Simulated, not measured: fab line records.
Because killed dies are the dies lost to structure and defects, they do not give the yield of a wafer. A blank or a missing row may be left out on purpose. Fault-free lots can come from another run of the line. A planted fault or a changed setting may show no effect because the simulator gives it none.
Chamber matching | flow nandHarc | NHARC_A_STAIRCASE_TRIM_20 on rieDiel-05 has 4 sister chambers
The step chemistry O2, time 211.2 s. 4 wafers are shown with their chamber, then 11 later ones without.

WAFERS WITH THEIR CHAMBER
wafer  | chamber | showerheadPlenumPTorr (Torr)
L084.1 | 3       | 3.78
L086.2 | 2       | 3.49
L086.5 | 0       | 3.32
L089.3 | 1       | 3.35

WAFERS WITH NO CHAMBER GIVEN
wafer  | showerheadPlenumPTorr (Torr)
L089.5 | 3.32
L089.6 | 3.77
L091.3 | 3.77
L091.4 | 3.49
L091.5 | 3.49
L097.1 | 3.48
L097.2 | 3.35
L097.6 | 3.31
L096.2 | 3.31
L096.4 | 3.76
L096.5 | 3.48

EACH ONE'S CHAMBER
wafer  | from the rows above | in truth
L089.5 | 0                   | 0
L089.6 | 3                   | 3
L091.3 | 3                   | 3
L091.4 | 2                   | 2
L091.5 | 2                   | 2
L097.1 | 2                   | 2
L097.2 | 1                   | 1
L097.6 | 0                   | 0
L096.2 | 0                   | 0
L096.4 | 3                   | 3
L096.5 | 2                   | 2
Correctly placed: 11 of 11. Left unplaced by these rows: 0. 0 placed wrongly.
How it was worked out, from the rows above alone: a wafer's distance from a chamber is the root of the sum, over the readings, of the square of ((its reading less the chamber's mean) divided by the reading's scatter). The wafer belongs to the nearest chamber; if the next one is less than 2 further off, it can't be placed. For every chamber, the mean is computed from those of its wafers that are shown. The scatter (one wafer shown for each chamber): square how far every hidden wafer sits from the nearest shown wafer, average those squares and take the square root.
